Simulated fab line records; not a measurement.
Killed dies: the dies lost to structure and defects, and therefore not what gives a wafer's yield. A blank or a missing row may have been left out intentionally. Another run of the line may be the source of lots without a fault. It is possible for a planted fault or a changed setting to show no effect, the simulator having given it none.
Chamber matching / flow n5_finfet / rie_diel-05 running N5_BEOL_M10_DESCUM_16: 4 sister chambers
The step chemistry O2, time 7.9 s. 4 wafers are shown with their chamber, then 7 later ones without.

== EACH WAFER AND ITS CHAMBER ==
wafer=L086.5; chamber=3; drypump_motor_current_A (A)=5.1
wafer=L091.5; chamber=0; drypump_motor_current_A (A)=5.3
wafer=L090.1; chamber=2; drypump_motor_current_A (A)=5.4
wafer=L090.2; chamber=1; drypump_motor_current_A (A)=6.6

== WAFERS WITHOUT THEIR CHAMBER ==
wafer=L090.6; drypump_motor_current_A (A)=6.6
wafer=L094.1; drypump_motor_current_A (A)=6.6
wafer=L094.3; drypump_motor_current_A (A)=5.4
wafer=L094.6; drypump_motor_current_A (A)=6.6
wafer=L097.1; drypump_motor_current_A (A)=5.5
wafer=L097.4; drypump_motor_current_A (A)=5.3
wafer=L097.6; drypump_motor_current_A (A)=5.4

== EACH ONE'S CHAMBER ==
wafer=L090.6; from the rows above=1; in truth=1
wafer=L094.1; from the rows above=1; in truth=1
wafer=L094.3; from the rows above=2; in truth=2
wafer=L094.6; from the rows above=1; in truth=1
wafer=L097.1; from the rows above=2; in truth=2
wafer=L097.4; from the rows above=0; in truth=0
wafer=L097.6; from the rows above=2; in truth=2
7 of 7 placed correctly. From these rows, 0 cannot be placed. Number placed wrongly: 0.
How it was worked out, from the rows above alone: a wafer's distance from a chamber is the root of the sum, over the readings, of the square of ((its reading less the chamber's mean) divided by the reading's scatter). The wafer belongs to the nearest chamber; if the next one is less than 2 further off, it can't be placed. The mean given for a chamber averages the wafers shown for that chamber. The scatter (one wafer shown for each chamber): square how far every hidden wafer sits from the nearest shown wafer, average those squares and take the square root.
